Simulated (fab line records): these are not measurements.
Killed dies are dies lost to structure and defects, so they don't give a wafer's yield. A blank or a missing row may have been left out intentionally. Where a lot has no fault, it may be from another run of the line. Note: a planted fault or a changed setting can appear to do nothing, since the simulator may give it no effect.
Split-lot experiment + flow n5Finfet + 7 lots, 21 wafers read, on a route of 1938 steps

== THE SPLIT ==
At N5_BEOL_M11_EXPOSE_08 (exposes mask M11), the setting doseMj was moved away from the recipe's 53.75 on 4 of the 21 wafers read, by -2.2% to +7.3%. The other wafers ran this setting at the recipe's value.

== FROM THE SPLIT TO THE READING: what the file shows between them, 16 steps ==
- N5_BEOL_M11_PEB_09: peb time 60 s
- N5_BEOL_M11_DEVELOP_10: develop time 30 s
- N5_BEOL_M11_CD_MEAS_11: target cd 64.1 nm
- N5_BEOL_M11_DESCUM_16: chemistry O2, time 7.9 s
- N5_BEOL_M11_ETCH_61: etches SiARC in CF4, target depth 39 nm, time 65 s
- N5_BEOL_M11_ETCH_62: etches SOC in N2/H2, target depth 110 nm, overetch 22 nm, time 165 s
- N5_BEOL_M11_STRIP_68: strips in N2/H2
- N5_BEOL_M11_STRIP_67: strips in CF4
- N5_BEOL_M11_HM_OPEN_17: chemistry Cl2/BCl3, target TiN, target depth 20 nm, overetch 6 nm
- N5_BEOL_M11_STRIP_19: strips in O2
- N5_BEOL_M11_CD_MEAS_18: pitch 140 nm, target cd 70 nm
- N5_BEOL_M11_PEB_26: peb time 60 s (also split here: pebTimeS)
- N5_BEOL_M11_DEVELOP_27: develop time 30 s
- N5_BEOL_M11_CD_MEAS_28: target cd 70 nm
- N5_BEOL_M11_PRECLEAN_42: cleans in residue remover, time 60 s
- N5_BEOL_M11_SRD_43: time 30 s

== THE READING ==
cdNm (nm) at N5_BEOL_M11_CD_MEAS_35, where the cd target is 70 nm. A value of 69.7 nm with a standard deviation of 0.52 nm is what fault-free wafers of this fab line usually give.

| wafer  | tool, chamber at the split | doseMj as run | against the recipe | cdNm, nm | against lot-mates on the recipe |
|--------|----------------------------|---------------|--------------------|----------|---------------------------------|
| L078.1 | arfiScanner-03, 0          | 57.69         | +7.3%              | 73.5     | +4.1                            |
| L078.3 | arfiScanner-03, 0          | 53.75         | recipe             | 69.8     | -                               |
| L078.6 | arfiScanner-03, 0          | 53.75         | recipe             | 69.0     | -                               |
| L083.1 | arfiScanner-02, 0          | 53.75         | recipe             | 69.9     | -                               |
| L083.2 | arfiScanner-02, 0          | 53.75         | recipe             | 69.8     | -                               |
| L083.6 | arfiScanner-02, 0          | 53.75         | recipe             | 70.1     | -                               |
| L088.4 | arfiScanner-01, 0          | 55.75         | +3.7%              | 72.0     | +1.9                            |
| L088.5 | arfiScanner-01, 0          | 53.75         | recipe             | 70.1     | -                               |
| L088.6 | arfiScanner-01, 0          | 55.75         | +3.7%              | 72.7     | +2.6                            |
| L089.1 | arfiScanner-02, 0          | 53.75         | recipe             | 69.5     | -                               |
| L089.3 | arfiScanner-02, 0          | 52.55         | -2.2%              | 69.6     | -0.5                            |
| L089.5 | arfiScanner-02, 0          | 53.75         | recipe             | 70.7     | -                               |
| L093.1 | arfiScanner-02, 0          | 53.75         | recipe             | 68.8     | -                               |
| L093.3 | arfiScanner-02, 0          | 53.75         | recipe             | 69.5     | -                               |
| L093.6 | arfiScanner-02, 0          | 53.75         | recipe             | 69.1     | -                               |
| L094.1 | arfiScanner-01, 0          | 53.75         | recipe             | 69.3     | -                               |
| L094.2 | arfiScanner-01, 0          | 53.75         | recipe             | 68.8     | -                               |
| L094.5 | arfiScanner-01, 0          | 53.75         | recipe             | 69.5     | -                               |
| L096.1 | arfiScanner-03, 0          | 53.75         | recipe             | 69.6     | -                               |
| L096.2 | arfiScanner-03, 0          | 53.75         | recipe             | 69.2     | -                               |
| L096.5 | arfiScanner-03, 0          | 53.75         | recipe             | 69.2     | -                               |

THE FIT
A straight line over all 21 wafers: cdNm changes by +0.56 nm for each +1% of doseMj; r = +0.88; the points scatter about the line by 0.6 nm.
The same after taking each lot's own level away (the mean of its wafers on the recipe; 21 wafers): +0.546 nm for each +1%; r = +0.95; scatter 0.36 nm.
On that fit, the largest move of doseMj shifts the reading by 4 nm.
Measured against the standard deviation above, the lots' own levels, which go from 69.13 to 70.10 nm, span 1.9 times it.
Hence the lot-to-lot level has little effect on the slope; both slopes agree.
Check: +4 nm against its lot-mates is what the line predicts for one of the wafers moved furthest among these (+7.3%) when that wafer is left out of the fit. It came out at +4.1 nm against them.

== FURTHER SPLITS ON THESE WAFERS ==
Other splits were also applied to these wafers ahead of the reading. Each is held against what the fit with the lots' levels taken away leaves over:
| other split on the same wafers | wafers away from the commonest value | r with cdNm (lot level and that fit taken away) |
|--------------------------------|--------------------------------------|-------------------------------------------------|
| N5_BEOL_M10_COAT_60 spinRpm    | 6                                    | +0.27                                           |
| N5_BEOL_M11_COAT_05 spinRpm    | 8                                    | +0.44                                           |
| N5_BEOL_M11_PEB_26 pebTimeS    | 4                                    | +0.40                                           |

== THE WHOLE CHAIN: every reading that the file lists as answering this split, in the file's order ==
| step                   | what it does                                                         | reading                                                              | change (the file's fit)               | r (the file's) |
|------------------------|----------------------------------------------------------------------|----------------------------------------------------------------------|---------------------------------------|----------------|
| N5_BEOL_M11_CD_MEAS_11 | target cd 64.1 nm                                                    | cdNm                                                                 | +0.513 nm for each +1% of the setting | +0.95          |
| N5_BEOL_M11_ETCH_61    | etches SiARC in CF4, target depth 39 nm, time 65 s                   | BEOL_M11.cdOffsetNm (the simulator's own value, which no gauge read) | +0.518 nm for each +1% of the setting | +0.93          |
| N5_BEOL_M11_ETCH_62    | etches SOC in N2/H2, target depth 110 nm, overetch 22 nm, time 165 s | BEOL_M11.cdOffsetNm (the simulator's own value, which no gauge read) | +0.542 nm for each +1% of the setting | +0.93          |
| N5_BEOL_M11_HM_OPEN_17 | chemistry Cl2/BCl3, target TiN, target depth 20 nm, overetch 6 nm    | BEOL_M11.cdOffsetNm (the simulator's own value, which no gauge read) | +0.556 nm for each +1% of the setting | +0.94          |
| N5_BEOL_M11_CD_MEAS_18 | pitch 140 nm, target cd 70 nm                                        | cdNm                                                                 | +0.533 nm for each +1% of the setting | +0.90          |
| N5_BEOL_M11_CD_MEAS_35 | target cd 70 nm                                                      | cdNm                                                                 | +0.542 nm for each +1% of the setting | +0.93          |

== FILE'S OWN FIT ==
cdNm changes by +0.542 nm for each +1% of doseMj, r = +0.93.
